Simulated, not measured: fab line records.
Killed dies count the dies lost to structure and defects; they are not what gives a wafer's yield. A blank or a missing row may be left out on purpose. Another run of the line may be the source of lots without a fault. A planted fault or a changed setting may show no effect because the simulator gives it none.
Chamber matching :: flow n5Finfet :: 3 sister chambers for N5_BEOL_M2_ILD_DEP_00 on pecvd-01
The step deposits SiOC from DEMS/O2, target thk 79 nm, time 15.3 s. 6 wafers are shown with their chamber, then 12 later ones without.

== WAFERS PAIRED WITH THEIR CHAMBERS ==
wafer: L086.4
chamber: 2
throttleValvePct (%): 12.0
heaterPowerW (W): 383

wafer: L087.2
chamber: 1
throttleValvePct (%): 12.0
heaterPowerW (W): 318

wafer: L087.4
chamber: 0
throttleValvePct (%): 13.0
heaterPowerW (W): 435

wafer: L090.1
chamber: 2
throttleValvePct (%): 11.9
heaterPowerW (W): 427

wafer: L090.2
chamber: 0
throttleValvePct (%): 12.7
heaterPowerW (W): 436

wafer: L090.3
chamber: 1
throttleValvePct (%): 12.1
heaterPowerW (W): 391

== WAFERS MISSING THEIR CHAMBER ==
wafer: L091.2
throttleValvePct (%): 11.8
heaterPowerW (W): 389

wafer: L091.4
throttleValvePct (%): 13.0
heaterPowerW (W): 456

wafer: L091.5
throttleValvePct (%): 11.8
heaterPowerW (W): 362

wafer: L093.1
throttleValvePct (%): 12.9
heaterPowerW (W): 453

wafer: L093.3
throttleValvePct (%): 12.2
heaterPowerW (W): 375

wafer: L093.5
throttleValvePct (%): 13.2
heaterPowerW (W): 458

wafer: L094.1
throttleValvePct (%): 12.1
heaterPowerW (W): 423

wafer: L094.2
throttleValvePct (%): 12.2
heaterPowerW (W): 321

wafer: L094.5
throttleValvePct (%): 13.2
heaterPowerW (W): 460

wafer: L097.2
throttleValvePct (%): 12.9
heaterPowerW (W): 411

wafer: L097.3
throttleValvePct (%): 12.0
heaterPowerW (W): 411

wafer: L097.6
throttleValvePct (%): 13.3
heaterPowerW (W): 402

== WHICH CHAMBER EACH WENT THROUGH ==
wafer: L091.2
from the rows above: can't be placed: 2 or 1
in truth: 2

wafer: L091.4
from the rows above: 0
in truth: 0

wafer: L091.5
from the rows above: can't be placed: 2 or 1
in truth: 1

wafer: L093.1
from the rows above: 0
in truth: 0

wafer: L093.3
from the rows above: can't be placed: 1 or 2
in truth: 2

wafer: L093.5
from the rows above: 0
in truth: 0

wafer: L094.1
from the rows above: can't be placed: 2 or 1
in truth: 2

wafer: L094.2
from the rows above: can't be placed: 1 or 2
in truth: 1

wafer: L094.5
from the rows above: 0
in truth: 0

wafer: L097.2
from the rows above: 0
in truth: 0

wafer: L097.3
from the rows above: can't be placed: 2 or 1
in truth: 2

wafer: L097.6
from the rows above: 0
in truth: 0
Placed correctly: 6 of 12. Not placeable from these rows: 6 (in 6, the candidates include the true chamber). Wrongly placed: 0.
How it was worked out, from the rows above alone: a wafer's distance from a chamber is the root of the sum, over the readings, of the square of ((its reading less the chamber's mean) divided by the reading's scatter). If the next closest chamber is less than 2 further off than the closest, the wafer can't be placed; otherwise it belongs to the closest. A chamber's mean is the mean of its shown wafers. The scatter: take each reading less its chamber's mean, square it, sum over the shown wafers, divide by the number of wafers less the number of chambers, and take the root.
